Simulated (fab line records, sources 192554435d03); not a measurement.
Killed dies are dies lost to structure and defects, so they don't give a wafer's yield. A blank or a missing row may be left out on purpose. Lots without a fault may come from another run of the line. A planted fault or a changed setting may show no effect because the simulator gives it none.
Split-lot experiment | flow n5_finfet | 7 lots, 21 wafers read, on a route of 1938 steps

THE SPLIT
At N5_WELL_APT_PEB_23 (peb time 90 s), the setting peb_temp_c was moved away from the recipe's 130 C on 8 of the 21 wafers read, by -1.5% to +1.8%. The other wafers ran this setting at the recipe's value.

FROM THE SPLIT TO THE READING: what the file shows between them, 2 steps
- N5_WELL_APT_DEVELOP_24: develop time 45 s
- N5_WELL_APT_HARDBAKE_29: time 120 s

THE READING
cd_nm, in nm, at N5_WELL_APT_CD_MEAS_25 (target cd 200 nm). Fault-free wafers of this fab line usually give 199.3 nm, standard deviation 2.2 nm.

wafer  | tool, chamber at the split | peb_temp_c as run, C | against the recipe | cd_nm, nm | against lot-mates on the recipe
L074.1 | litho_track-01, 0          | 131.6                | +1.2%              | 208.2     | no lot-mate on the recipe
L074.3 | litho_track-01, 0          | 131.6                | +1.2%              | 208.4     | no lot-mate on the recipe
L074.5 | litho_track-01, 0          | 131.6                | +1.2%              | 209.7     | no lot-mate on the recipe
L075.3 | litho_track-04, 0          | 130                  | recipe             | 195.7     | -
L075.4 | litho_track-04, 0          | 130                  | recipe             | 198.0     | -
L075.5 | litho_track-04, 0          | 130                  | recipe             | 197.2     | -
L079.2 | litho_track-04, 0          | 130                  | recipe             | 200.1     | -
L079.4 | litho_track-04, 0          | 130                  | recipe             | 197.2     | -
L079.6 | litho_track-04, 0          | 131.2                | +0.9%              | 202.8     | +4.2
L082.2 | litho_track-04, 0          | 130                  | recipe             | 193.4     | -
L082.5 | litho_track-04, 0          | 130                  | recipe             | 199.1     | -
L082.6 | litho_track-04, 0          | 128.1                | -1.5%              | 184.6     | -11.7
L086.2 | litho_track-01, 0          | 130                  | recipe             | 200.4     | -
L086.4 | litho_track-01, 0          | 130                  | recipe             | 199.5     | -
L086.6 | litho_track-01, 0          | 130                  | recipe             | 200.1     | -
L091.1 | litho_track-01, 0          | 128.2                | -1.4%              | 186.8     | -11.5
L091.3 | litho_track-01, 0          | 130                  | recipe             | 196.5     | -
L091.4 | litho_track-01, 0          | 130                  | recipe             | 200.2     | -
L092.2 | litho_track-04, 0          | 132.4                | +1.8%              | 208.3     | +5.9
L092.3 | litho_track-04, 0          | 132.4                | +1.8%              | 208.3     | +5.9
L092.6 | litho_track-04, 0          | 130                  | recipe             | 202.4     | -

THE FIT
A straight line over all 21 wafers: cd_nm changes by +7.22 nm for each +1% of peb_temp_c; r = +0.93; the points scatter about the line by 2.5 nm.
The same after taking each lot's own level away (the mean of its wafers on the recipe; 18 wafers): +5.14 nm for each +1%; r = +0.89; scatter 2.2 nm.
On that fit, the largest move of peb_temp_c shifts the reading by 9.5 nm.
The lots' own levels span 196.25 to 202.40 nm, that is 2.8 times the standard deviation above.
So the lot-to-lot level changes the slope: the two fits differ.
Check: with one of the wafers moved furthest among these (+1.8%) left out of the fit, the line predicts +9.84 nm for it against its lot-mates. It came out at +5.9 nm against them.

OTHER SPLITS ON THESE WAFERS
These wafers also went through other splits before the reading. Each is held against what the fit with the lots' levels taken away leaves over:
other split on the same wafers | wafers away from the commonest value | r with cd_nm (lot level and that fit taken away)
N5_WELL_APT_COAT_19 spin_rpm   | 6                                    | +0.34

THE WHOLE CHAIN: every reading that the file lists as answering this split, in the file's order
step                   | what it does             | reading                                                         | change (the file's fit)              | r (the file's)
N5_WELL_APT_CD_MEAS_25 | target cd 200 nm         | cd_nm                                                           | +5.75 nm for each +1% of the setting | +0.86
N5_WELL_APT_DESCUM_30  | chemistry O2, time 7.9 s | WELL_APT.cd_nm (the simulator's own value, which no gauge read) | +5.71 nm for each +1% of the setting | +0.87

THE FILE'S OWN FIT
cd_nm changes by +5.75 nm for each +1% of peb_temp_c, r = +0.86.
